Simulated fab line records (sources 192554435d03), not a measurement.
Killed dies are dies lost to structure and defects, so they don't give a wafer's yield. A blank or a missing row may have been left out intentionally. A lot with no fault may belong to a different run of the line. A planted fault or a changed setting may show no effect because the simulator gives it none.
Matching of chambers | flow n5-finfet | pecvd-04 running N5_BEOL_M0_SAQP_PECVD_03: 3 sister chambers
The step deposits SiCN from 3MS/NH3, target thk 12 nm, time 21.1 s. 22 wafers are shown with their chamber, then 11 later ones without.

## WAFERS WITH THEIR CHAMBER
wafer  | chamber | throttle-valve-pct (%) | showerhead-plenum-p-Torr (Torr)
L074.2 | 1       | 10.1                   | 3.684
L074.4 | 0       | 9.2                    | 3.681
L074.5 | 2       | 9.1                    | 3.655
L075.1 | 1       | 10.0                   | 3.679
L075.3 | 0       | 9.4                    | 3.671
L075.5 | 1       | 9.8                    | 3.675
L077.2 | 2       | 9.0                    | 3.664
L077.3 | 1       | 10.2                   | 3.667
L077.4 | 0       | 9.5                    | 3.679
L079.3 | 0       | 9.7                    | 3.687
L079.4 | 1       | 10.0                   | 3.681
L079.6 | 2       | 8.9                    | 3.663
L084.1 | 2       | 8.9                    | 3.669
L084.3 | 1       | 10.2                   | 3.681
L084.6 | 0       | 9.5                    | 3.679
L085.1 | 2       | 9.2                    | 3.667
L085.2 | 1       | 10.2                   | 3.667
L085.6 | 1       | 10.2                   | 3.673
L089.3 | 0       | 9.6                    | 3.683
L089.4 | 0       | 9.3                    | 3.677
L089.6 | 2       | 8.5                    | 3.668
L091.1 | 2       | 9.0                    | 3.658

SIGNATURES, as means of the wafers listed above
reading                  | chamber 0 | chamber 1 | chamber 2 | scatter within a chamber
throttle-valve-pct       | 9.457     | 10.088    | 8.943     | 0.181
showerhead-plenum-p-Torr | 3.67957   | 3.67588   | 3.66343   | 0.00567
Rule: for a wafer and a chamber, the distance is found by dividing, reading by reading, the gap between the wafer's reading and the chamber's mean by the reading's scatter, squaring, summing and taking the root. If the next closest chamber is less than 2 further off than the closest, the wafer can't be placed; otherwise it belongs to the closest. The scatter: take each reading less its chamber's mean, square it, sum over the shown wafers, divide by the number of wafers less the number of chambers, and take the root.

## WAFERS MISSING THEIR CHAMBER
wafer  | throttle-valve-pct (%) | showerhead-plenum-p-Torr (Torr)
L091.3 | 9.6                    | 3.686
L091.4 | 8.8                    | 3.676
L094.2 | 9.1                    | 3.669
L094.5 | 9.0                    | 3.665
L094.6 | 9.6                    | 3.680
L095.1 | 9.5                    | 3.696
L095.3 | 8.8                    | 3.670
L095.4 | 9.6                    | 3.682
L096.4 | 9.6                    | 3.687
L096.5 | 9.0                    | 3.670
L096.6 | 9.4                    | 3.683

## CHAMBER TAKEN BY EACH
wafer  | from the rows above     | in truth
L091.3 | can't be placed: 0 or 1 | 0
L091.4 | can't be placed: 2 or 0 | 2
L094.2 | can't be placed: 2 or 0 | 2
L094.5 | 2                       | 2
L094.6 | can't be placed: 0 or 1 | 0
L095.1 | can't be placed: 0 or 1 | 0
L095.3 | 2                       | 2
L095.4 | 0                       | 0
L096.4 | can't be placed: 0 or 1 | 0
L096.5 | can't be placed: 2 or 0 | 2
L096.6 | 0                       | 0
4 of 11 placed correctly. These rows do not allow placing 7 (true chamber among the candidates in 7). Placed wrongly: 0.
